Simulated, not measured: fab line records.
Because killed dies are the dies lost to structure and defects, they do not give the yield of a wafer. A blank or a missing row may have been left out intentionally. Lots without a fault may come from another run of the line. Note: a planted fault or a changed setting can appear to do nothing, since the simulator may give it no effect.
Which tool did it? + flow n5-finfet + 9 lots, 27 wafers sampled, at 5 steps of a route of 1938

## WHAT THE GAUGES READ, wafer by wafer
N5_BEOL_M2_OVL_MEAS_29. Usual: for V1_OVL the level is 0.0 nm and the standard deviation is 0.74.
| lot  | measured     | on         | V1_OVL (nm)    | flag |
|------|--------------|------------|----------------|------|
| L608 | day 6 14:52  | overlay-01 | 0.7 0.8 0.7    |      |
| L612 | day 7 21:35  | overlay-01 | 0.8 0.0 0.4    |      |
| L615 | day 8 08:04  | overlay-02 | 1.0 -0.1 0.0   |      |
| L617 | day 8 21:29  | overlay-01 | 0.3 -0.7 0.4   |      |
| L619 | day 9 08:29  | overlay-02 | -1.4 -1.3 -0.9 |      |
| L620 | day 9 17:23  | overlay-02 | -0.3 0.9 -0.1  |      |
| L629 | day 12 00:25 | overlay-02 | -0.6 -0.8 -1.5 |      |
| L630 | day 12 00:35 | overlay-02 | 0.5 0.8 0.7    |      |
| L631 | day 12 08:26 | overlay-01 | -0.4 -0.2 0.0  |      |

N5_BEOL_M4_RC_MEAS_101. Usual: DIBL_N 36.4 mV/V, standard deviation 1.4; DIBL_P 36.3 mV/V, standard deviation 1.8; IOFF_N 0.163 nA/um, standard deviation 0.024; IOFF_P 0.21 nA/um, standard deviation 0.034; ION_N 673 uA/um, standard deviation 11; ION_P 461 uA/um, standard deviation 7.4; SS_N 71.6 mV/dec, standard deviation 0.52; SS_P 73.3 mV/dec, standard deviation 0.58; VT_N 249.4 mV, standard deviation 2.5; VT_P -250 mV, standard deviation 3.5.
| lot  | measured     | on        | DIBL_N (mV/V)  | DIBL_P (mV/V)  | IOFF_N (nA/um)    | IOFF_P (nA/um) | ION_N (uA/um) | ION_P (uA/um) | SS_N (mV/dec)  | SS_P (mV/dec)  | VT_N (mV)         | VT_P (mV)      | flag |
|------|--------------|-----------|----------------|----------------|-------------------|----------------|---------------|---------------|----------------|----------------|-------------------|----------------|------|
| L608 | day 8 00:08  | prober-02 | 36.6 35.5 36.9 | 36.5 34.1 37.0 | 0.169 0.153 0.187 | 0.20 0.18 0.21 | 686 669 699   | 462 451 465   | 70.9 70.7 71.5 | 72.7 72.3 73.4 | 248.1 248.6 246.2 | -253 -252 -252 |      |
| L612 | day 9 00:22  | prober-02 | 34.6 36.9 37.7 | 33.8 36.4 38.1 | 0.118 0.154 0.176 | 0.20 0.25 0.27 | 651 661 682   | 458 462 477   | 70.6 72.2 72.1 | 72.5 72.9 74.1 | 254.1 247.8 249.6 | -248 -247 -243 |      |
| L615 | day 9 17:22  | prober-01 | 34.1 35.7 34.1 | 35.5 37.6 35.9 | 0.139 0.168 0.138 | 0.18 0.22 0.19 | 652 668 656   | 448 455 455   | 71.5 71.9 71.8 | 73.3 73.5 73.8 | 253.9 249.8 253.2 | -253 -252 -254 |      |
| L617 | day 10 09:15 | prober-01 | 36.0 34.4 35.0 | 35.9 34.8 34.5 | 0.159 0.137 0.145 | 0.20 0.18 0.18 | 652 651 659   | 450 451 446   | 72.2 70.9 71.7 | 73.1 72.5 73.3 | 250.4 252.9 254.1 | -250 -254 -253 |      |
| L629 | day 13 15:14 | prober-02 | 35.1 36.0 35.1 | 34.8 35.2 35.0 | 0.137 0.146 0.142 | 0.19 0.20 0.20 | 665 666 662   | 460 455 456   | 70.9 71.1 70.9 | 73.0 72.9 72.6 | 250.8 251.1 248.0 | -250 -250 -248 |      |
| L630 | day 13 12:08 | prober-02 | 35.3 34.5 35.9 | 31.4 30.9 32.4 | 0.130 0.117 0.137 | 0.15 0.14 0.16 | 674 669 660   | 453 450 446   | 71.3 70.8 70.6 | 72.9 72.6 72.0 | 250.6 251.5 250.8 | -258 -257 -255 |      |
| L631 | day 13 18:05 | prober-01 | 37.4 40.3 36.6 | 35.5 38.7 33.9 | 0.158 0.217 0.146 | 0.23 0.30 0.22 | 674 691 656   | 466 465 458   | 71.0 72.4 71.6 | 73.2 73.9 72.1 | 249.3 245.3 254.2 | -247 -242 -247 |      |

## WHAT TOOL EACH LOT RAN ON (gives the tool, then ch and the chambers of the sampled wafers, and finally the start)
| lot  | N5_BEOL_M2_HM_OPEN_17             | N5_BEOL_M2_ETCHBACK_99             | N5_BEOL_M2_ETCH_70                 |
|------|-----------------------------------|------------------------------------|------------------------------------|
| L608 | rie-metal-03 ch 1, day 6 14:08    | rie-diel-06 ch 0,2,3, day 6 18:31  | rie-diel-06 ch 0,2,3, day 6 18:33  |
| L612 | rie-metal-01 ch 0, day 7 20:55    | rie-diel-04 ch 0,2,3, day 7 22:10  | rie-diel-04 ch 0,2,3, day 7 22:14  |
| L615 | rie-metal-03 ch 0, day 8 07:19    | rie-diel-04 ch 0,1, day 8 14:20    | rie-diel-04 ch 0,1, day 8 14:22    |
| L617 | rie-metal-02 ch 0,1, day 8 20:59  | rie-diel-03 ch 0,1,2, day 8 23:14  | rie-diel-03 ch 0,1,2, day 8 23:16  |
| L619 | rie-metal-01 ch 0,1, day 9 07:56  | rie-diel-03 ch 2,3, day 9 09:54    | rie-diel-03 ch 2,3, day 9 09:56    |
| L620 | rie-metal-03 ch 1, day 9 16:43    | rie-diel-04 ch 0,1, day 9 22:31    | rie-diel-04 ch 0,1, day 9 22:32    |
| L629 | rie-metal-01 ch 0,1, day 11 23:40 | rie-diel-04 ch 0,2,3, day 12 11:49 | rie-diel-04 ch 0,2,3, day 12 11:51 |
| L630 | rie-metal-03 ch 0,1, day 11 23:56 | rie-diel-03 ch 0,1,3, day 12 14:49 | rie-diel-03 ch 0,1,3, day 12 14:51 |
| L631 | rie-metal-02 ch 0,1, day 12 07:34 | rie-diel-03 ch 0,3, day 12 17:53   | rie-diel-03 ch 0,3, day 12 17:56   |
- N5_BEOL_M2_HM_OPEN_17: chemistry Cl2/BCl3, target TiN, target depth 20 nm, overetch 6 nm.
- N5_BEOL_M2_ETCHBACK_99: etches SiO2 in CHF3, target depth 5 nm, time 10.4 s.
- N5_BEOL_M2_ETCH_70: etches SOC in N2/H2, target depth 80 nm, overetch 24 nm, time 130 s.

## AS READ BY THE TOOLS THEMSELVES (means over the sampled wafers that have a number; for cases with no such wafer, the mark the record gives instead)
N5_BEOL_M2_HM_OPEN_17. Usual: drypump-motor-current-A 5.8 A, standard deviation 0.57; oes-product-au 0.67 a.u., standard deviation 0.11; throttle-valve-pct 22.06 %, standard deviation 0.18.
| lot  | tool         | drypump-motor-current-A (A) | oes-product-au (a.u.) | throttle-valve-pct (%) | flag |
|------|--------------|-----------------------------|-----------------------|------------------------|------|
| L608 | rie-metal-03 | 6.1                         | 0.51                  | 22.54                  |      |
| L612 | rie-metal-01 | 6.5                         | 0.56                  | 22.09                  |      |
| L615 | rie-metal-03 | 5.5                         | 0.52                  | 22.04                  |      |
| L617 | rie-metal-02 | 5.2                         | 0.71                  | 21.98                  |      |
| L619 | rie-metal-01 | 6.1                         | 0.59                  | 22.01                  |      |
| L620 | rie-metal-03 | 6.1                         | 0.83                  | 22.17                  |      |
| L629 | rie-metal-01 | 5.6                         | 0.62                  | 21.92                  |      |
| L630 | rie-metal-03 | 5.9                         | 0.78                  | 21.99                  |      |
| L631 | rie-metal-02 | 5.6                         | 0.71                  | 22.00                  |      |

N5_BEOL_M2_ETCHBACK_99. Usual: CHF3_flow_sccm 11.99 sccm, standard deviation 0.036; bias-w 47.01 W, standard deviation 0.14; drypump-motor-current-A 5.53 A, standard deviation 0.28; oes-product-au 0.84 a.u., standard deviation 0.073; rf-vpp-V 241.0 V, standard deviation 2.3; showerhead-plenum-p-Torr 2.19 Torr, standard deviation 0.061; throttle-valve-pct 16.97 %, standard deviation 0.29.
| lot  | tool        | CHF3_flow_sccm (sccm) | bias-w (W) | drypump-motor-current-A (A) | oes-product-au (a.u.) | rf-vpp-V (V) | showerhead-plenum-p-Torr (Torr) | throttle-valve-pct (%) | flag |
|------|-------------|-----------------------|------------|-----------------------------|-----------------------|--------------|---------------------------------|------------------------|------|
| L608 | rie-diel-06 | 11.98                 | 46.94      | 5.64                        | 0.76                  | 240.9        | 2.16                            | 17.13                  |      |
| L612 | rie-diel-04 | 12.00                 | 47.05      | 5.55                        | 0.87                  | 241.0        | 2.22                            | 16.79                  |      |
| L615 | rie-diel-04 | 12.00                 | 47.07      | 5.63                        | 0.92                  | 241.7        | 2.23                            | 16.99                  |      |
| L617 | rie-diel-03 | 12.01                 | 46.93      | 5.42                        | 0.80                  | 242.4        | 2.17                            | 16.97                  |      |
| L619 | rie-diel-03 | -                     | -          | -                           | -                     | -            | -                               | -                      | OFF  |
| L620 | rie-diel-04 | -                     | -          | -                           | -                     | -            | -                               | -                      | OFF  |
| L629 | rie-diel-04 | 11.99                 | 47.01      | 5.55                        | 0.81                  | 241.0        | 2.20                            | 16.87                  |      |
| L630 | rie-diel-03 | 11.98                 | 46.94      | 5.43                        | 0.87                  | 241.6        | 2.13                            | 17.05                  |      |
| L631 | rie-diel-03 | 11.97                 | 47.06      | 5.27                        | 0.84                  | 238.7        | 2.12                            | 17.17                  |      |

N5_BEOL_M2_ETCH_70. Usual: drypump-motor-current-A 5.54 A, standard deviation 0.28; oes-product-au 0.62 a.u., standard deviation 0.051; rf-vpp-V 524.9 V, standard deviation 2.4; showerhead-plenum-p-Torr 2.59 Torr, standard deviation 0.077; throttle-valve-pct 17.7 %, standard deviation 0.34.
| lot  | tool        | drypump-motor-current-A (A) | oes-product-au (a.u.) | rf-vpp-V (V) | showerhead-plenum-p-Torr (Torr) | throttle-valve-pct (%) | flag |
|------|-------------|-----------------------------|-----------------------|--------------|---------------------------------|------------------------|------|
| L608 | rie-diel-06 | 5.66                        | 0.56                  | 523.2        | 2.54                            | 17.9                   |      |
| L612 | rie-diel-04 | 5.56                        | 0.63                  | 526.8        | 2.63                            | 17.6                   |      |
| L615 | rie-diel-04 | 5.63                        | 0.67                  | 526.9        | 2.63                            | 17.8                   |      |
| L617 | rie-diel-03 | 5.43                        | 0.60                  | 525.0        | 2.56                            | 17.7                   |      |
| L619 | rie-diel-03 | 5.66                        | 0.69                  | 525.9        | 2.64                            | 17.8                   |      |
| L620 | rie-diel-04 | 5.64                        | 0.64                  | 525.7        | 2.63                            | 17.8                   |      |
| L629 | rie-diel-04 | 5.55                        | 0.60                  | 526.2        | 2.61                            | 17.6                   |      |
| L630 | rie-diel-03 | 5.43                        | 0.64                  | 524.0        | 2.52                            | 17.8                   |      |
| L631 | rie-diel-03 | 5.24                        | 0.62                  | 522.7        | 2.51                            | 17.9                   |      |

## THE ANSWER, worked out from the rows above alone
Rule: take the mean of a lot's wafers that have a number; if it is more than 3 standard deviations from the usual mean, the lot is off. Also off: a lot with no number at a reading for which 4 or more lots have one. Where the step has rows for the other lots, those lots are counted as sound. Order of review: gauges by route order, followed by the tools' own readings, for which a lot's mean as printed above is used. The first step at which some lot is off is used, and at that step the reading that is off furthest; a lot without a number counts as furthest.
Off: L619, L620, at N5_BEOL_M2_ETCHBACK_99 (CHF3_flow_sccm). Without a number there: L619, L620.
If a tool, at that step or one of the process steps before it, ran each lot that is off and ran no sound lot following the first of them, it fits. Not one of the candidates tried fits.

## WHAT THE SIMULATOR PUT IN
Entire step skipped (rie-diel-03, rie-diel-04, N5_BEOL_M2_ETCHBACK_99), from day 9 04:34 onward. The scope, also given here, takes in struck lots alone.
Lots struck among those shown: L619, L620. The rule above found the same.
